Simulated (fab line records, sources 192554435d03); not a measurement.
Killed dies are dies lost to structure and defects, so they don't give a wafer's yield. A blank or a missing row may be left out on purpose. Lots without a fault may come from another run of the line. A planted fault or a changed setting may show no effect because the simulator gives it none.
Split-lot experiment | flow n5_finfet | 7 lots, 39 wafers read, on a route of 1938 steps

THE SPLIT
At N5_FIN_SAQP_HM_DEP_72 (deposits SiO2 from SiH4/N2O, target thk 12 nm, time 7.2 s), the setting time_s was moved away from the recipe's 7.2 s on 18 of the 39 wafers read, by -13.2% to +15.7%. The other wafers ran this setting at the recipe's value.

FROM THE SPLIT TO THE READING: what the file shows between them, 4 steps
- N5_FIN_SAQP_COAT_49: time 60 s, resist thk 100 nm
- N5_FIN_SAQP_COAT_50: time 60 s, resist thk 35 nm
- N5_FIN_SAQP_ETCH_52: etches SOC in N2/H2, target depth 100 nm, overetch 20 nm, time 150 s
- N5_FIN_SAQP_STRIP_53: strips in N2/H2

THE READING
etch.depth_nm (the simulator's own value, which no gauge read), in nm, at N5_FIN_SAQP_HM_OPEN_73 (chemistry CHF3/O2, target SiO2, stops on a-Si, target depth 12 nm, time 16.8 s). The file gives no usual value for it. The 21 wafers here that ran the recipe average 11.97 nm, standard deviation 0.16 nm.

wafer  | tool, chamber at the split | time_s as run, s | against the recipe | etch.depth_nm, nm | against lot-mates on the recipe
L076.1 | pecvd-02, 2                | 7.2              | recipe             | 11.69             | -
L076.2 | pecvd-02, 0                | 7.2              | recipe             | 11.68             | -
L076.3 | pecvd-02, 1                | 7.2              | recipe             | 11.88             | -
L076.4 | pecvd-02, 2                | 8.329            | +15.7%             | 13.98             | +2.23
L076.5 | pecvd-02, 0                | 8.329            | +15.7%             | 14.08             | +2.33
L076.6 | pecvd-02, 1                | 8.329            | +15.7%             | 13.86             | +2.11
L080.1 | pecvd-04, 0                | 6.511            | -9.6%              | 11.04             | -1.11
L080.2 | pecvd-04, 2                | 7.2              | recipe             | 12.11             | -
L080.3 | pecvd-04, 1                | 7.2              | recipe             | 12.13             | -
L080.4 | pecvd-04, 2                | 6.511            | -9.6%              | 10.95             | -1.20
L080.5 | pecvd-04, 1                | 7.2              | recipe             | 12.2              | -
L080.6 | pecvd-04, 0                | 6.511            | -9.6%              | 11.06             | -1.09
L081.1 | pecvd-02, 2                | 7.2              | recipe             | 11.94             | -
L081.2 | pecvd-02, 1                | 7.2              | recipe             | 11.79             | -
L081.3 | pecvd-02, 0                | 6.246            | -13.2%             | 10.15             | -1.74
L081.4 | pecvd-02, 1                | 7.2              | recipe             | 11.93             | -
L081.5 | pecvd-02, 2                | 6.246            | -13.2%             | 10.59             | -1.30
L081.6 | pecvd-02, 0                | 6.246            | -13.2%             | 10.3              | -1.59
L083.1 | pecvd-02, 0,2              | 7.2              | recipe             | 12.02             | -
L083.2 | pecvd-02, 0,2              | 7.2              | recipe             | 12.02             | -
L083.3 | pecvd-02, 1                | 6.294            | -12.6%             | 10.49             | -1.63
L083.4 | pecvd-02, 1                | 6.294            | -12.6%             | 10.55             | -1.57
L083.5 | pecvd-02, 2                | 6.294            | -12.6%             | 10.74             | -1.38
L083.6 | pecvd-02, 0                | 7.2              | recipe             | 12.31             | -
L084.1 | pecvd-03, 2                | 7.2              | recipe             | 12.1              | -
L084.2 | pecvd-03, 0                | 7.2              | recipe             | 12.03             | -
L084.3 | pecvd-03, 1                | 6.367            | -11.6%             | 10.61             | -1.46
L084.4 | pecvd-03, 1                | 7.2              | recipe             | 12.08             | -
L084.5 | pecvd-03, 0                | 6.367            | -11.6%             | 10.71             | -1.36
L084.6 | pecvd-03, 2                | 6.367            | -11.6%             | 10.7              | -1.37
L086.3 | pecvd-02, 1                | 7.2              | recipe             | 11.97             | -
L086.4 | pecvd-02, 1                | 7.2              | recipe             | 11.98             | -
L086.5 | pecvd-02, 0                | 7.2              | recipe             | 12.01             | -
L087.1 | pecvd-04, 2                | 7.2              | recipe             | 11.8              | -
L087.2 | pecvd-04, 1                | 7.2              | recipe             | 11.72             | -
L087.3 | pecvd-04, 0                | 7.2              | recipe             | 11.91             | -
L087.4 | pecvd-04, 0                | 6.342            | -11.9%             | 10.62             | -1.19
L087.5 | pecvd-04, 1                | 6.342            | -11.9%             | 10.56             | -1.25
L087.6 | pecvd-04, 2                | 6.342            | -11.9%             | 10.51             | -1.30
Where a row lists several chambers, the file gives one row for several wafers and doesn't say which wafer went through which chamber.

THE FIT
A straight line over all 39 wafers: etch.depth_nm changes by +0.119 nm for each +1% of time_s; r = +0.99; the points scatter about the line by 0.16 nm.
The same after taking each lot's own level away (the mean of its wafers on the recipe; 39 wafers): +0.126 nm for each +1%; r = +0.99; scatter 0.13 nm.
On that fit, the largest move of time_s shifts the reading by 2 nm.
The lots' own levels span 11.750 to 12.147 nm, that is 2.4 times the standard deviation above.
So the lot-to-lot level changes the slope little: the two slopes agree.
Check: with one of the wafers moved furthest among these (+15.7%) left out of the fit, the line predicts +1.99 nm for it against its lot-mates. It came out at +2.23 nm against them.

THE WHOLE CHAIN: every reading that the file lists as answering this split, in the file's order
step                   | what it does                                                                   | reading                                                                            | change (the file's fit)               | r (the file's)
N5_FIN_SAQP_HM_DEP_72  | deposits SiO2 from SiH4/N2O, target thk 12 nm, time 7.2 s                      | SiO2_of_FIN_SAQP_HM_DEP_72.thk_nm (the simulator's own value, which no gauge read) | +0.123 nm for each +1% of the setting | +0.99
N5_FIN_SAQP_HM_OPEN_73 | chemistry CHF3/O2, target SiO2, stops on a-Si, target depth 12 nm, time 16.8 s | etch.depth_nm (the simulator's own value, which no gauge read)                     | +0.123 nm for each +1% of the setting | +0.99

THE FILE'S OWN FIT
etch.depth_nm changes by +0.123 nm for each +1% of time_s, r = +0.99.
